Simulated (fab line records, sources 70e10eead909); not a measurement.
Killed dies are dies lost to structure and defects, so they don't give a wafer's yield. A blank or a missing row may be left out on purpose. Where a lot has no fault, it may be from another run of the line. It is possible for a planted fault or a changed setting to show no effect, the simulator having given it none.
Chamber matching | flow nand_harc | 4 sister chambers for NHARC_A_M0_CMP_23 on cmp-02
The step polishes, t overpolish 20 s, target thk 113.75 nm. 4 wafers are shown with their chamber, then 12 later ones without.

== EACH WAFER AND ITS CHAMBER ==
wafer  | chamber | motor_current_A (A)
L082.2 | 0       | 12.4
L084.2 | 1       | 12.6
L084.5 | 3       | 13.9
L084.6 | 2       | 11.7

== WAFERS WHOSE CHAMBER IS MISSING ==
wafer  | motor_current_A (A)
L088.3 | 12.3
L088.5 | 14.4
L088.6 | 12.8
L091.1 | 12.6
L091.3 | 11.8
L091.5 | 14.7
L093.2 | 14.0
L093.5 | 14.9
L093.6 | 11.5
L094.2 | 12.8
L094.4 | 11.6
L094.5 | 12.0

== EACH ONE'S CHAMBER ==
wafer  | from the rows above          | in truth
L088.3 | can't be placed: 0 or 1 or 2 | 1
L088.5 | 3                            | 3
L088.6 | can't be placed: 1 or 0      | 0
L091.1 | can't be placed: 1 or 0      | 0
L091.3 | can't be placed: 2 or 0 or 1 | 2
L091.5 | 3                            | 3
L093.2 | 3                            | 3
L093.5 | 3                            | 3
L093.6 | can't be placed: 2 or 0      | 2
L094.2 | can't be placed: 1 or 0      | 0
L094.4 | can't be placed: 2 or 0      | 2
L094.5 | can't be placed: 2 or 0 or 1 | 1
Correctly placed: 4 of 12. From these rows, 8 cannot be placed; in 8 the true chamber is one of the candidates. Wrongly placed: 0.
How it was worked out, from the rows above alone: a wafer's distance from a chamber is the root of the sum, over the readings, of the square of ((its reading less the chamber's mean) divided by the reading's scatter). If the next closest chamber is less than 2 further off than the closest, the wafer can't be placed; otherwise it belongs to the closest. For every chamber, the mean is computed from those of its wafers that are shown. The scatter (one wafer shown for each chamber): square how far every hidden wafer sits from the nearest shown wafer, average those squares and take the square root.
